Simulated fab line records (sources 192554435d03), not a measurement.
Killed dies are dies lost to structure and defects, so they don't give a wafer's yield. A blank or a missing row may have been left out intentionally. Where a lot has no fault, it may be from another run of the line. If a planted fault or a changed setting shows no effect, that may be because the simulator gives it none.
fab line records	flow n5_finfet
record lots=10	wafers=30	last_day=17
route steps=1938 shown BEOL_M1@774 BEOL_M4@1111
lots with no fault: from the same line, run without faults
start_h: the number of hours between the record's first day and the start of the first shown wafer of the lot	wait_h: hours elapsed since this lot's preceding step	" identical to the entry in the row above	L1.1+2: one row covering several wafers at once	- no value present, or no start provided	* or withheld: withheld	< > ~ a bound
route shown NAME@n: NAME is a module with steps in the file, n the number in the route of the first one	usual: mean and standard deviation over wafers with no fault	same: alike in all rows	chamber/n: place in a boat	sites: per-site readings	_std_site: their standard deviation	_edge_site: outer sites' mean less inner sites'	radius_mm: how far each site lies from the wafer's centre	mask NAME#n: copy n	behind: the last tool/chamber to shape the wafer	hold: reason for holding the lot/hours on hold/outcome of the hold	device: which transistor (n, p or np) failed to switch	end of line: the tests these same wafers got at the end of their route	for a step that has no rows: nothing shown but its recipe	killed: at the first sort, the dies lost to defects and structure; wafer yield is something else	map: a wafer's dies, x killed, . not, _ none there
set.NAME: the setting the step ran with; set.NAME@STEP: the setting that earlier step ran with	model.NAME: the simulator's own value behind a step, which no gauge read
the route's steps for a sample of lots (tables are steps, rows are wafers)
services: from which hour (start_h, from the record's first day; less than 0 if before it) a tool's chamber was out of use, for how many hours, and why
## steps
# step N5_BEOL_M1_HM_OPEN_17
# recipe chemistry=Cl2/BCl3	target_depth_a=200	overetch_a=60	target=TiN	mask_material=SOC	ion_energy_ev=150	pressure_mtorr=10	icp_w=1000	bias_w=126	Cl2_flow_sccm=53.25	bcl3_flow_sccm=21.75	Ar_flow_sccm=25
# usual drypump_motor_current_A=5.8/0.43	mfc_ar_sccm=25.01/0.072	oes_product_au=0.69/0.073	throttle_valve_pct=22.15/0.1
lot.wafer	tool	chamber	start_h	wait_h	drypump_motor_current_A	mfc_ar_sccm	oes_product_au	rf_hours_counter_h	throttle_valve_pct
L326.1	rie_metal-03	0	156.05	0.0	5.1	24.95	0.78	4	22.23
L326.3	"	0	"	"	5.1	25.00	0.79	-	22.22
L326.6	"	0	"	"	5.1	25.01	0.79	-	22.23
L328.1	rie_metal-03	0	168.11	0.0	5.1	24.87	0.77	5	22.24
L328.4	"	0	"	"	5.1	24.94	0.78	-	22.22
L328.6	"	0	"	"	5.1	25.05	0.78	-	22.24
L329.1	rie_metal-03	0	175.14	0.0	5.1	24.99	0.78	6	22.22
L329.2	"	1	"	"	5.9	25.04	0.61	56	22.09
L329.4	"	0	"	"	5.1	25.05	0.78	-	22.22
L332.1	rie_metal-02	1	193.19	0.0	6.0	24.97	0.68	28	22.06
L332.2	"	0	"	"	6.2	24.93	0.68	26	22.32
L332.4	"	0	"	"	6.1	24.96	0.70	-	22.31
L333.2	rie_metal-03	1	206.11	0.0	5.9	25.07	0.62	59	22.10
L333.5	"	1	"	"	5.9	24.85	0.61	-	22.10
L333.6	"	0	"	"	5.1	24.96	0.77	-	22.21
L334.2	rie_metal-03	1	216.41	0.0	6.0	25.01	0.61	60	22.10
L334.3	"	1	"	"	6.0	25.03	0.61	-	22.11
L334.5	"	1	"	"	6.0	25.07	0.60	-	22.13
L335.2	rie_metal-03	0	217.62	0.0	5.2	25.01	0.75	10	22.24
L335.3	"	0	"	"	5.1	24.91	0.76	-	22.23
L335.6	"	1	"	"	6.0	25.05	0.61	-	22.11
L340.2	rie_metal-01	0	243.70	0.0	6.2	25.00	0.61	71	22.01
L340.3	"	0	"	"	6.2	25.22	0.61	-	22.00
L340.4	"	1	"	"	5.4	24.88	0.79	-	22.07
L341.1	rie_metal-02	0	252.36	0.1	6.2	25.03	0.69	31	22.29
L341.3	"	0	"	"	6.2	25.02	0.69	-	22.31
L341.4	"	1	"	"	6.0	25.04	0.67	-	22.06
L342.2	rie_metal-03	1	256.12	0.0	6.0	25.04	0.61	64	22.11
L342.3	"	0	"	"	5.1	25.02	0.74	-	22.23
L342.6	"	0	"	"	5.1	25.00	0.75	-	22.23
# step N5_BEOL_M1_CD_MEAS_18
# recipe pitch_nm=36	target_cd_nm=18
# usual cd_nm=18.07/0.27
lot.wafer	tool	chamber	start_h	wait_h	cd_nm
L326.1	cd_sem-01	-	156.23	0.0	18.09
L326.3	"	-	"	"	17.80
L326.6	"	-	"	"	17.52
L328.1	cd_sem-01	-	168.32	0.0	18.73
L328.4	"	-	"	"	18.26
L328.6	"	-	"	"	18.17
L329.1	cd_sem-03	-	175.32	0.0	17.64
L329.2	"	-	"	"	17.82
L329.4	"	-	"	"	17.78
L332.1	cd_sem-02	-	193.37	0.0	18.70
L332.2	"	-	"	"	18.13
L332.4	"	-	"	"	17.95
L333.2	cd_sem-03	-	206.32	0.1	17.70
L333.5	"	-	"	"	18.47
L333.6	"	-	"	"	17.73
L334.2	cd_sem-02	-	216.60	0.1	17.87
L334.3	"	-	"	"	17.99
L334.5	"	-	"	"	17.83
L335.2	cd_sem-01	-	217.80	0.1	17.93
L335.3	"	-	"	"	18.14
L335.6	"	-	"	"	18.25
L340.2	cd_sem-02	-	243.88	0.1	18.05
L340.3	"	-	"	"	18.08
L340.4	"	-	"	"	18.00
L341.1	cd_sem-01	-	252.54	0.0	18.03
L341.3	"	-	"	"	18.00
L341.4	"	-	"	"	18.00
L342.2	cd_sem-03	-	256.31	0.1	17.89
L342.3	"	-	"	"	18.06
L342.6	"	-	"	"	17.68
# step N5_BEOL_M1_COAT_76
# recipe resist=underlayer	temp_c=205	time_s=60	spin_rpm=1500	resist_thk_nm=5
# usual heater_power_total_W=391.8/1.3	plate_temp_C=204.99/0.15
lot.wafer	tool	chamber	start_h	wait_h	heater_power_total_W	plate_temp_C
L326.1	litho_track-05	0	156.27	-	391.9	205.11
L326.3	"	0	"	"	391.0	204.89
L326.6	"	0	"	"	390.5	205.08
L328.1	litho_track-03	0	168.36	-	392.6	204.91
L328.4	"	0	"	"	389.8	204.77
L328.6	"	0	"	"	392.1	205.00
L329.1	litho_track-05	0	175.36	-	389.7	204.88
L329.2	"	0	"	"	389.7	204.88
L329.4	"	0	"	"	392.3	204.82
L332.1	litho_track-05	0	193.41	-	411.2	212.31
L332.2	"	0	"	"	407.9	212.10
L332.4	"	0	"	"	409.5	212.29
L333.2	litho_track-04	0	206.36	-	392.4	204.99
L333.5	"	0	"	"	390.2	205.02
L333.6	"	0	"	"	390.0	204.87
L334.2	litho_track-05	0	216.64	-	411.0	211.97
L334.3	"	0	"	"	410.7	212.22
L334.5	"	0	"	"	407.7	212.17
L335.2	litho_track-05	0	217.84	-	408.4	211.94
L335.3	"	0	"	"	408.9	212.06
L335.6	"	0	"	"	410.9	212.17
L340.2	litho_track-04	0	243.92	-	392.5	205.37
L340.3	"	0	"	"	393.3	205.13
L340.4	"	0	"	"	392.7	205.02
L341.1	litho_track-03	0	252.58	-	390.4	205.03
L341.3	"	0	"	"	393.3	205.19
L341.4	"	0	"	"	392.6	205.19
L342.2	litho_track-04	0	256.35	-	390.7	204.80
L342.3	"	0	"	"	390.1	204.88
L342.6	"	0	"	"	392.8	205.09
# step N5_BEOL_M1_OVL_MEAS_29
# recipe points_per_wafer=522
# usual V0_OVL=0.2/0.76
lot.wafer	tool	chamber	start_h	wait_h	V0_OVL[nm]
L326.1	overlay-02	0	156.58	0.0	0.1
L326.3	"	0	"	"	0.4
L326.6	"	0	"	"	0.9
L328.1	overlay-01	0	168.67	0.0	1.5
L328.4	"	0	"	"	1.0
L328.6	"	0	"	"	0.9
L329.1	overlay-02	0	175.71	0.0	0.8
L329.2	"	0	"	"	0.7
L329.4	"	0	"	"	0.4
L332.1	overlay-02	0	193.72	0.0	-0.2
L332.2	"	0	"	"	-1.0
L332.4	"	0	"	"	0.1
L333.2	overlay-01	0	206.67	0.0	-0.2
L333.5	"	0	"	"	0.2
L333.6	"	0	"	"	-0.1
L334.2	overlay-02	0	217.08	0.0	-0.5
L334.3	"	0	"	"	-0.8
L334.5	"	0	"	"	-0.9
L335.2	overlay-02	0	218.15	0.0	2.1
L335.3	"	0	"	"	-0.1
L335.6	"	0	"	"	1.0
L340.2	overlay-02	0	244.24	0.0	-0.7
L340.3	"	0	"	"	-1.1
L340.4	"	0	"	"	1.1
L341.1	overlay-01	0	252.89	0.0	-0.6
L341.3	"	0	"	"	0.3
L341.4	"	0	"	"	0.1
L342.2	overlay-02	0	256.66	0.0	0.9
L342.3	"	0	"	"	0.5
L342.6	"	0	"	"	1.1
# step N5_BEOL_M4_RC_MEAS_101
# usual DIBL_N=36.3/1	DIBL_P=36.2/1.4	IOFF_N=0.157/0.021	IOFF_P=0.206/0.025	ION_N=673/9	ION_P=461/6.4	SS_N=71.5/0.5	SS_P=73.2/0.47	VT_N=249.9/2.4	VT_P=-250.6/2.9
lot.wafer	tool	chamber	start_h	wait_h	DIBL_N[mV/V]	DIBL_P[mV/V]	IOFF_N[nA/um]	IOFF_P[nA/um]	ION_N[uA/um]	ION_P[uA/um]	SS_N[mV/dec]	SS_P[mV/dec]	VT_N[mV]	VT_P[mV]
L326.1	prober-01	0	201.54	0.0	37.5	35.9	0.151	0.199	668	464	71.5	73.9	250.2	-249.6
L326.3	"	0	"	"	39.5	38.7	0.202	0.242	686	467	72.3	73.3	246.9	-247.3
L326.6	"	0	"	"	38.3	37.6	0.181	0.226	686	469	71.5	73.5	250.7	-250.6
L328.1	prober-02	0	206.44	0.0	36.2	35.7	0.148	0.186	673	457	71.8	73.9	250.7	-252.1
L328.4	"	0	"	"	36.6	35.6	0.154	0.178	675	456	71.9	72.4	248.6	-251.9
L328.6	"	0	"	"	36.2	35.8	0.151	0.182	677	467	71.1	73.3	250.7	-252.5
L329.1	prober-02	0	211.26	0.0	35.4	35.4	0.140	0.180	663	451	70.8	73.5	252.7	-250.7
L329.2	"	0	"	"	36.5	36.8	0.175	0.203	685	465	72.0	73.5	246.5	-250.9
L329.4	"	0	"	"	36.2	35.5	0.159	0.186	661	450	71.9	73.4	250.9	-254.0
L332.1	prober-02	0	237.13	0.0	37.0	37.4	0.161	0.206	671	460	71.6	73.0	253.7	-251.2
L332.2	"	0	"	"	37.3	37.7	0.164	0.208	668	455	72.2	73.4	250.5	-253.6
L332.4	"	0	"	"	37.2	38.3	0.170	0.222	687	462	72.1	72.6	247.8	-251.6
L333.2	prober-01	0	247.33	0.2	35.0	34.8	0.146	0.197	674	465	71.1	72.9	250.0	-252.0
L333.5	"	0	"	"	35.3	35.0	0.152	0.201	661	454	71.4	73.1	254.8	-248.4
L333.6	"	0	"	"	36.3	36.4	0.173	0.220	677	459	71.4	72.9	247.7	-250.4
L334.2	prober-01	0	251.95	0.2	36.6	36.7	0.187	0.259	685	470	71.7	73.0	247.2	-244.2
L334.3	"	0	"	"	36.8	36.7	0.202	0.271	687	475	71.7	72.9	243.5	-244.8
L334.5	"	0	"	"	36.1	34.8	0.169	0.233	682	471	71.1	72.7	247.3	-248.5
L335.2	prober-02	0	263.53	0.2	35.6	35.0	0.139	0.220	666	466	71.5	72.8	251.5	-247.1
L335.3	"	0	"	"	37.0	35.2	0.150	0.224	671	462	71.8	73.1	250.7	-247.0
L335.6	"	0	"	"	36.3	35.1	0.145	0.217	661	462	71.1	72.9	251.4	-247.4
L340.2	prober-01	0	287.29	0.8	35.8	36.5	0.162	0.227	680	469	71.4	74.0	245.4	-247.4
L340.3	"	0	"	"	34.6	35.0	0.136	0.198	670	467	71.5	72.7	251.9	-251.0
L340.4	"	0	"	"	35.3	35.7	0.152	0.210	677	468	71.4	73.7	251.6	-245.4
L341.1	prober-01	0	289.16	0.0	35.8	34.6	0.141	0.206	679	470	71.0	73.2	250.3	-247.9
L341.3	"	0	"	"	36.5	34.8	0.147	0.210	665	463	71.5	72.5	248.9	-246.2
L341.4	"	0	"	"	35.6	34.3	0.142	0.208	681	472	71.0	72.6	250.8	-247.9
L342.2	prober-02	0	301.82	0.2	37.8	38.4	0.180	0.230	674	462	71.7	74.2	248.4	-251.4
L342.3	"	0	"	"	35.6	35.6	0.145	0.187	664	457	72.1	72.9	251.5	-251.2
L342.6	"	0	"	"	33.4	32.3	0.106	0.148	663	455	70.7	72.3	255.4	-255.0
## services
tool	chamber	start_h	hours	kind
litho_track-03	-	138.32	-	consumable_replace:filter
rie_metal-01	-	175.05	14.6	pm
rie_metal-01	1	189.65	-	clean
rie_metal-01	1	189.65	15.7	scheduled_down
rie_metal-01	1	189.65	15.7	vent_cycle
litho_track-05	-	222.53	-	consumable_replace:filter
litho_track-03	-	223.66	-	consumable_replace:filter
rie_metal-01	-	248.80	28.1	pm
## key
first_sign step=N5_BEOL_M1_COAT_76	reading=plate_temp_C	direction=up	sigmas=49	usual=*	struck=*
effect step=N5_BEOL_M1_COAT_76	reading=heater_power_total_W	direction=up	sigmas=14	usual=*	struck=*
met_at N5_BEOL_M1_COAT_76
struck_lots L332,L334,L335
not_acting_at N5_BEOL_M1_HM_OPEN_17,N5_BEOL_M1_CD_MEAS_18,N5_BEOL_M1_OVL_MEAS_29
onset_between 175.36 193.41
fault kind=process_parameter_drift	tool=litho_track-05	chamber=-	onset_h=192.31	steps=N5_BEOL_M1_COAT_76	channel=temp_c	offset=*	shape=step	end_h=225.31	acts_in=*	stated=*
